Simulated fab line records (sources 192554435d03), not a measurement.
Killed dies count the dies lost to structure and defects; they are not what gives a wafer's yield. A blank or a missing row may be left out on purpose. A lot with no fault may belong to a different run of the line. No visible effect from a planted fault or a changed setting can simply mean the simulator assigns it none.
Which of the tools did it? + flow n5_finfet + 30 wafers from 10 lots sampled at 5 of the route's 1938 steps

== WHAT EACH GAUGE READ, for each wafer ==
N5_BEOL_M1_THK_MEAS_01. Usual: M1_ILD_THK typically reads 79.0 nm, with standard deviation 1.1.
| lot  | measured     | on            | M1_ILD_THK (nm) | flag |
|------|--------------|---------------|-----------------|------|
| L673 | day 6 11:49  | film_metro-02 | 79.7 79.0 80.5  |      |
| L676 | day 7 09:14  | film_metro-02 | 78.1 80.2 80.3  |      |
| L680 | day 8 10:01  | film_metro-01 | 78.1 80.0 78.6  |      |
| L681 | day 8 14:48  | film_metro-01 | 77.2 76.9 77.8  |      |
| L682 | day 8 17:47  | film_metro-01 | 78.0 77.7 79.2  |      |
| L684 | day 9 06:16  | film_metro-01 | 78.3 80.1 81.2  |      |
| L689 | day 10 21:14 | film_metro-01 | 78.7 79.5 79.0  |      |
| L691 | day 11 05:48 | film_metro-02 | 78.8 78.5 80.6  |      |
| L693 | day 11 21:47 | film_metro-02 | 78.0 79.7 79.8  |      |
| L694 | day 12 08:01 | film_metro-01 | 79.6 80.8 81.4  |      |

N5_BEOL_M4_RC_MEAS_101. Usual: DIBL_N 36.3 mV/V, standard deviation 1.2; DIBL_P 36.3 mV/V, standard deviation 1.4; IOFF_N 0.160 nA/um, standard deviation 0.02; IOFF_P 0.210 nA/um, standard deviation 0.025; ION_N 675 uA/um, standard deviation 9.5; ION_P 462 uA/um, standard deviation 7; SS_N 71.5 mV/dec, standard deviation 0.53; SS_P 73.4 mV/dec, standard deviation 0.55; VT_N 249.5 mV, standard deviation 2.6; VT_P -250.1 mV, standard deviation 2.9.
| lot  | measured     | on        | DIBL_N (mV/V)  | DIBL_P (mV/V)  | IOFF_N (nA/um)    | IOFF_P (nA/um)    | ION_N (uA/um) | ION_P (uA/um) | SS_N (mV/dec)  | SS_P (mV/dec)  | VT_N (mV)         | VT_P (mV)            | flag |
|------|--------------|-----------|----------------|----------------|-------------------|-------------------|---------------|---------------|----------------|----------------|-------------------|----------------------|------|
| L673 | day 9 18:37  | prober-02 | 36.3 34.5 35.9 | 34.9 32.6 34.7 | 0.153 0.122 0.137 | 0.215 0.183 0.208 | 677 668 664   | 470 466 461   | 71.7 70.6 70.9 | 73.4 73.0 74.0 | 250.1 249.7 249.9 | -252.6 -251.5 -249.6 |      |
| L676 | day 10 02:20 | prober-02 | 36.7 36.0 35.7 | 37.4 36.1 35.6 | 0.178 0.155 0.147 | 0.258 0.236 0.217 | 679 667 668   | 466 460 460   | 71.6 71.6 71.5 | 74.1 73.8 73.6 | 245.1 250.2 247.7 | -243.4 -246.4 -246.2 |      |
| L680 | day 11 07:54 | prober-02 | 36.4 34.4 34.4 | 35.8 34.2 33.7 | 0.157 0.134 0.129 | 0.224 0.198 0.191 | 671 666 661   | 462 465 461   | 71.4 70.9 71.1 | 72.4 72.1 72.8 | 251.7 250.7 250.5 | -247.5 -250.9 -251.9 |      |
| L681 | day 12 02:34 | prober-01 | 37.4 38.1 38.0 | 37.5 37.9 37.0 | 0.188 0.201 0.192 | 0.264 0.283 0.258 | 683 684 691   | 474 473 472   | 71.3 71.3 71.4 | 72.9 73.1 73.5 | 245.9 244.1 246.1 | -243.1 -245.8 -245.2 |      |
| L682 | day 12 18:58 | prober-02 | 35.2 35.2 36.1 | 34.7 36.1 36.3 | 0.131 0.147 0.147 | 0.185 0.210 0.188 | 658 684 664   | 450 468 453   | 71.7 70.9 71.8 | 73.8 73.9 73.7 | 254.0 251.6 252.1 | -251.0 -248.5 -253.5 |      |
| L684 | day 13 02:29 | prober-01 | 37.2 37.8 37.4 | 37.4 37.3 37.1 | 0.169 0.180 0.168 | 0.239 0.244 0.236 | 684 679 679   | 459 466 470   | 72.5 72.3 71.8 | 73.6 73.9 72.7 | 247.4 245.2 250.2 | -250.6 -247.5 -246.4 |      |
| L689 | day 15 02:28 | prober-02 | 36.9 39.5 38.2 | 37.5 40.0 38.9 | 0.162 0.206 0.186 | 0.215 0.265 0.236 | 668 685 674   | 463 464 457   | 71.9 71.7 71.6 | 73.5 74.6 74.7 | 250.5 248.3 249.9 | -248.9 -246.1 -248.1 |      |
| L691 | day 14 22:32 | prober-01 | 35.8 35.5 34.8 | 36.4 34.8 34.7 | 0.172 0.154 0.147 | 0.200 0.179 0.184 | 682 676 677   | 461 458 464   | 70.8 71.4 70.5 | 73.0 73.1 72.1 | 246.2 247.9 250.8 | -253.4 -254.3 -251.8 |      |
| L693 | day 16 03:17 | prober-02 | 35.3 34.8 34.6 | 36.4 34.8 35.8 | 0.154 0.143 0.151 | 0.208 0.183 0.206 | 679 683 691   | 472 466 466   | 71.6 70.8 71.3 | 72.7 72.7 72.1 | 247.8 248.7 250.1 | -249.9 -250.5 -247.9 |      |
| L694 | day 15 20:00 | prober-01 | 33.8 35.6 36.2 | 35.9 36.3 37.2 | 0.157 0.190 0.183 | 0.187 0.194 0.204 | 675 668 668   | 459 452 452   | 70.8 71.2 71.7 | 73.3 73.7 74.0 | 248.4 248.9 250.5 | -252.7 -254.3 -252.4 |      |

== WHAT TOOL EACH LOT RAN ON (gives the tool, then ch and the chambers of the sampled wafers, and finally the start) ==
| lot  | N5_BEOL_M0_ANNEAL_133        | N5_BEOL_M0_SPUTTER_141       | N5_BEOL_M1_COAT_61                |
|------|------------------------------|------------------------------|-----------------------------------|
| L673 | pvd_sputter-01, day 6 10:26  | pvd_sputter-01, day 6 10:35  | litho_track-02 ch 0, day 6 14:02  |
| L676 | pvd_sputter-03, day 7 07:49  | pvd_sputter-03, day 7 07:59  | litho_track-02 ch 0, day 7 10:45  |
| L680 | pvd_sputter-01, day 8 08:39  | pvd_sputter-01, day 8 08:49  | litho_track-01 ch 0, day 8 11:48  |
| L681 | pvd_sputter-03, day 8 13:02  | pvd_sputter-03, day 8 13:12  | litho_track-02 ch 0, day 8 15:56  |
| L682 | pvd_sputter-02, day 8 16:27  | pvd_sputter-02, day 8 16:37  | litho_track-02 ch 0, day 8 18:23  |
| L684 | pvd_sputter-01, day 9 04:55  | pvd_sputter-01, day 9 05:05  | litho_track-04 ch 0, day 9 06:35  |
| L689 | pvd_sputter-01, day 10 18:47 | pvd_sputter-01, day 10 18:56 | litho_track-04 ch 0, day 10 23:39 |
| L691 | pvd_sputter-01, day 11 04:10 | pvd_sputter-01, day 11 04:19 | litho_track-01 ch 0, day 11 07:49 |
| L693 | pvd_sputter-01, day 11 20:22 | pvd_sputter-01, day 11 20:32 | litho_track-04 ch 0, day 11 22:26 |
| L694 | pvd_sputter-01, day 12 06:40 | pvd_sputter-01, day 12 06:49 | litho_track-02 ch 0, day 12 09:44 |
- N5_BEOL_M0_ANNEAL_133: time 60 s.
- N5_BEOL_M0_SPUTTER_141: material Cu, target thk 4 nm, time 7.37 s.
- N5_BEOL_M1_COAT_61: time 60 s, resist thk 60 nm.

== WHAT THE TOOLS THEMSELVES READ (means of the sampled wafers that have a number; where no wafer has one, the mark that the record gives instead) ==
N5_BEOL_M0_ANNEAL_133. Usual: heater_power_w 780 W, standard deviation 100; susceptor_temp_C 400.00 C, standard deviation 0.22.
| lot  | tool           | heater_power_w (W) | susceptor_temp_C (C) | flag |
|------|----------------|--------------------|----------------------|------|
| L673 | pvd_sputter-01 | 765                | 400.20               |      |
| L676 | pvd_sputter-03 | 701                | 399.88               |      |
| L680 | pvd_sputter-01 | 770                | 400.04               |      |
| L681 | pvd_sputter-03 | 706                | 400.10               |      |
| L682 | pvd_sputter-02 | 813                | 399.89               |      |
| L684 | pvd_sputter-01 | 731                | 399.99               |      |
| L689 | pvd_sputter-01 | 749                | 399.98               |      |
| L691 | pvd_sputter-01 | 796                | 400.14               |      |
| L693 | pvd_sputter-01 | 800                | 400.02               |      |
| L694 | pvd_sputter-01 | 849                | 399.82               |      |

N5_BEOL_M0_SPUTTER_141. Usual: susceptor_temp_C -20.02 C, standard deviation 0.095; throttle_valve_pct 30.3 %, standard deviation 1.5.
| lot  | tool           | susceptor_temp_C (C) | throttle_valve_pct (%) | flag |
|------|----------------|----------------------|------------------------|------|
| L673 | pvd_sputter-01 | -20.08               | 30.5                   |      |
| L676 | pvd_sputter-03 | -19.97               | 30.1                   |      |
| L680 | pvd_sputter-01 | -19.97               | 30.6                   |      |
| L681 | pvd_sputter-03 | -20.09               | 30.2                   |      |
| L682 | pvd_sputter-02 | -19.92               | 30.2                   |      |
| L684 | pvd_sputter-01 | -19.96               | 28.9                   |      |
| L689 | pvd_sputter-01 | -19.87               | 29.6                   |      |
| L691 | pvd_sputter-01 | -20.05               | 30.2                   |      |
| L693 | pvd_sputter-01 | -19.97               | 30.4                   |      |
| L694 | pvd_sputter-01 | -20.09               | 31.8                   |      |

N5_BEOL_M1_COAT_61. Usual: spin_speed_rpm reads 1500.3 rpm (standard deviation 1.2).
| lot  | tool           | spin_speed_rpm (rpm) | flag |
|------|----------------|----------------------|------|
| L673 | litho_track-02 | 1500.4               |      |
| L676 | litho_track-02 | 1500.8               |      |
| L680 | litho_track-01 | 1499.6               |      |
| L681 | litho_track-02 | 1542.6               | OFF  |
| L682 | litho_track-02 | 1539.5               | OFF  |
| L684 | litho_track-04 | 1500.5               |      |
| L689 | litho_track-04 | 1501.1               |      |
| L691 | litho_track-01 | 1499.4               |      |
| L693 | litho_track-04 | 1500.2               |      |
| L694 | litho_track-02 | 1500.9               |      |

== THE ANSWER, worked out from the rows above alone ==
Rule: take the mean of a lot's wafers that have a number; if it is more than 3 standard deviations from the usual mean, the lot is off. Also off: a lot with no number at a reading for which 4 or more lots have one. All remaining lots with rows at the step are treated as sound. The gauges are gone through in route order, then the tools' own readings, and for those a lot's mean is taken as printed above. At the first step where some lot is off, the reading lying furthest off is the one used; lots without a number count as furthest.
Off at N5_BEOL_M1_COAT_61 (spin_speed_rpm): L681, L682.
A tool fits if, at that step or a process step before it, it ran every lot that is off, and no sound lot after the first of them. Of those tried, none fits.

== WHAT THE SIMULATOR HAD INSERTED ==
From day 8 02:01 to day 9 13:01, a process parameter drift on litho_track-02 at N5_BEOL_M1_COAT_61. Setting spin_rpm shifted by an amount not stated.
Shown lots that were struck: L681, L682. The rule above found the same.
